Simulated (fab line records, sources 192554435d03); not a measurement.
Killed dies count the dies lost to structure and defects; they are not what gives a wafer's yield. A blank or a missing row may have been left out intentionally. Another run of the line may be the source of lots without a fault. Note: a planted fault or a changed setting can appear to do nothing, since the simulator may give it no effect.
Split-lot study || flow n5_finfet || 7 lots, 21 wafers read, on a route of 1938 steps

== THE SPLIT ==
At N5_FIN_SAQP_FIN_ETCH_36 (etches the open film in HBr/Cl2/O2, target depth 120 nm, time 50.4 s), the setting icp_w was moved away from the recipe's 800 W on 5 of the 21 wafers read, by -14.7% to +17.9%. For the rest of the wafers, this setting stayed at what the recipe calls for.

The reading is taken at the split's own step.

== THE READING ==
etch.depth_nm (the simulator's own value, which no gauge read), in nm, at N5_FIN_SAQP_FIN_ETCH_36 (etches the open film in HBr/Cl2/O2, target depth 120 nm, time 50.4 s). The file gives no usual value for it. Average 121.4 nm, standard deviation 2.7 nm, over the 16 wafers here run with the recipe.

{"wafer": "L079.2", "tool, chamber at the split": "rie_si-05, 0", "icp_w as run, W": 800, "against the recipe": "recipe", "etch.depth_nm, nm": 122.7, "against lot-mates on the recipe": "-"}
{"wafer": "L079.3", "tool, chamber at the split": "rie_si-05, 1", "icp_w as run, W": 800, "against the recipe": "recipe", "etch.depth_nm, nm": 123.2, "against lot-mates on the recipe": "-"}
{"wafer": "L079.4", "tool, chamber at the split": "rie_si-05, 3", "icp_w as run, W": 800, "against the recipe": "recipe", "etch.depth_nm, nm": 122.2, "against lot-mates on the recipe": "-"}
{"wafer": "L081.3", "tool, chamber at the split": "rie_si-03, 3", "icp_w as run, W": 800, "against the recipe": "recipe", "etch.depth_nm, nm": 117, "against lot-mates on the recipe": "-"}
{"wafer": "L081.5", "tool, chamber at the split": "rie_si-03, 2", "icp_w as run, W": 800, "against the recipe": "recipe", "etch.depth_nm, nm": 118.3, "against lot-mates on the recipe": "-"}
{"wafer": "L081.6", "tool, chamber at the split": "rie_si-03, 1", "icp_w as run, W": 691, "against the recipe": "-13.6%", "etch.depth_nm, nm": 110.8, "against lot-mates on the recipe": -6.9}
{"wafer": "L085.1", "tool, chamber at the split": "rie_si-05, 1", "icp_w as run, W": 877.4, "against the recipe": "+9.7%", "etch.depth_nm, nm": 133.2, "against lot-mates on the recipe": "+7.0"}
{"wafer": "L085.4", "tool, chamber at the split": "rie_si-05, 3", "icp_w as run, W": 800, "against the recipe": "recipe", "etch.depth_nm, nm": 126.4, "against lot-mates on the recipe": "-"}
{"wafer": "L085.6", "tool, chamber at the split": "rie_si-05, 1", "icp_w as run, W": 800, "against the recipe": "recipe", "etch.depth_nm, nm": 125.9, "against lot-mates on the recipe": "-"}
{"wafer": "L088.2", "tool, chamber at the split": "rie_si-02, 0,3", "icp_w as run, W": 800, "against the recipe": "recipe", "etch.depth_nm, nm": 122.4, "against lot-mates on the recipe": "-"}
{"wafer": "L088.4", "tool, chamber at the split": "rie_si-02, 0,3", "icp_w as run, W": 800, "against the recipe": "recipe", "etch.depth_nm, nm": 122.4, "against lot-mates on the recipe": "-"}
{"wafer": "L088.3", "tool, chamber at the split": "rie_si-02, 2", "icp_w as run, W": 800, "against the recipe": "recipe", "etch.depth_nm, nm": 120.5, "against lot-mates on the recipe": "-"}
{"wafer": "L089.2", "tool, chamber at the split": "rie_si-02, 0", "icp_w as run, W": 800, "against the recipe": "recipe", "etch.depth_nm, nm": 123, "against lot-mates on the recipe": "-"}
{"wafer": "L089.5", "tool, chamber at the split": "rie_si-02, 3", "icp_w as run, W": 682.6, "against the recipe": "-14.7%", "etch.depth_nm, nm": 112.5, "against lot-mates on the recipe": -8.0}
{"wafer": "L089.6", "tool, chamber at the split": "rie_si-02, 2", "icp_w as run, W": 800, "against the recipe": "recipe", "etch.depth_nm, nm": 118, "against lot-mates on the recipe": "-"}
{"wafer": "L094.2", "tool, chamber at the split": "rie_si-03, 3", "icp_w as run, W": 800, "against the recipe": "recipe", "etch.depth_nm, nm": 119.8, "against lot-mates on the recipe": "-"}
{"wafer": "L094.3", "tool, chamber at the split": "rie_si-03, 2", "icp_w as run, W": 800, "against the recipe": "recipe", "etch.depth_nm, nm": 118.1, "against lot-mates on the recipe": "-"}
{"wafer": "L094.4", "tool, chamber at the split": "rie_si-03, 1", "icp_w as run, W": 800, "against the recipe": "recipe", "etch.depth_nm, nm": 119.6, "against lot-mates on the recipe": "-"}
{"wafer": "L096.1", "tool, chamber at the split": "rie_si-05, 1", "icp_w as run, W": 943.5, "against the recipe": "+17.9%", "etch.depth_nm, nm": 135.1, "against lot-mates on the recipe": "+11.6"}
{"wafer": "L096.2", "tool, chamber at the split": "rie_si-05, 0", "icp_w as run, W": 800, "against the recipe": "recipe", "etch.depth_nm, nm": 123.5, "against lot-mates on the recipe": "-"}
{"wafer": "L096.4", "tool, chamber at the split": "rie_si-05, 3", "icp_w as run, W": 943.5, "against the recipe": "+17.9%", "etch.depth_nm, nm": 135.3, "against lot-mates on the recipe": "+11.8"}
If several chambers appear in one row, that row covers several wafers at once and the file leaves open which wafer was in which chamber.

THE FIT
A straight line over all 21 wafers: etch.depth_nm changes by +0.772 nm for each +1% of icp_w; r = +0.91; the points scatter about the line by 2.7 nm.
The same after taking each lot's own level away (the mean of its wafers on the recipe; 21 wafers): +0.61 nm for each +1%; r = +0.97; scatter 1.1 nm.
On that fit, the largest move of icp_w shifts the reading by 11 nm.
The span of the lots' own levels, 117.65 to 126.15 nm, comes to 3.1 times the standard deviation stated above.
Hence the slope depends on the lot-to-lot level, as the two fits are not the same.
Check: for one of the wafers moved furthest among these (+17.9%), held out of the fit, the line's prediction against its lot-mates is +11 nm. It came out at +11.6 nm against them.

== OTHER SPLITS APPLIED TO THESE WAFERS ==
Note: prior to the reading, these wafers also went through further splits. Each is held against what the fit with the lots' levels taken away leaves over:
{"other split on the same wafers": "N5_ZERO_LAYER_PECVD_02 time_s", "wafers away from the commonest value": 2, "r with etch.depth_nm (lot level and that fit taken away)": -0.66}
{"other split on the same wafers": "N5_PMOS_HMC_CHANNEL_EPI_ETCH_32 bias_w", "wafers away from the commonest value": 5, "r with etch.depth_nm (lot level and that fit taken away)": -0.09}
{"other split on the same wafers": "N5_FIN_SAQP_ETCH_52 source_w", "wafers away from the commonest value": 9, "r with etch.depth_nm (lot level and that fit taken away)": -0.26}
{"other split on the same wafers": "N5_FIN_SAQP_SPACER1_ALD_24 ald_cycles", "wafers away from the commonest value": 7, "r with etch.depth_nm (lot level and that fit taken away)": -0.05}

== THE WHOLE CHAIN: every reading that the file lists as answering this split, in the file's order ==
{"step": "N5_FIN_SAQP_FIN_ETCH_36", "what it does": "etches the open film in HBr/Cl2/O2, target depth 120 nm, time 50.4 s", "reading": "FIN_SAQP.feature_depth_nm (the simulator's own value, which no gauge read)", "change (the file's fit)": "+0.599 nm for each +1% of the setting", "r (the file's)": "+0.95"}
{"step": "N5_FIN_SAQP_FIN_ETCH_36", "what it does": "etches the open film in HBr/Cl2/O2, target depth 120 nm, time 50.4 s", "reading": "etch.depth_nm (the simulator's own value, which no gauge read)", "change (the file's fit)": "+0.599 nm for each +1% of the setting", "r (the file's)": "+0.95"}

== FILE'S OWN FIT ==
etch.depth_nm changes by +0.599 nm for each +1% of icp_w, r = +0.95.
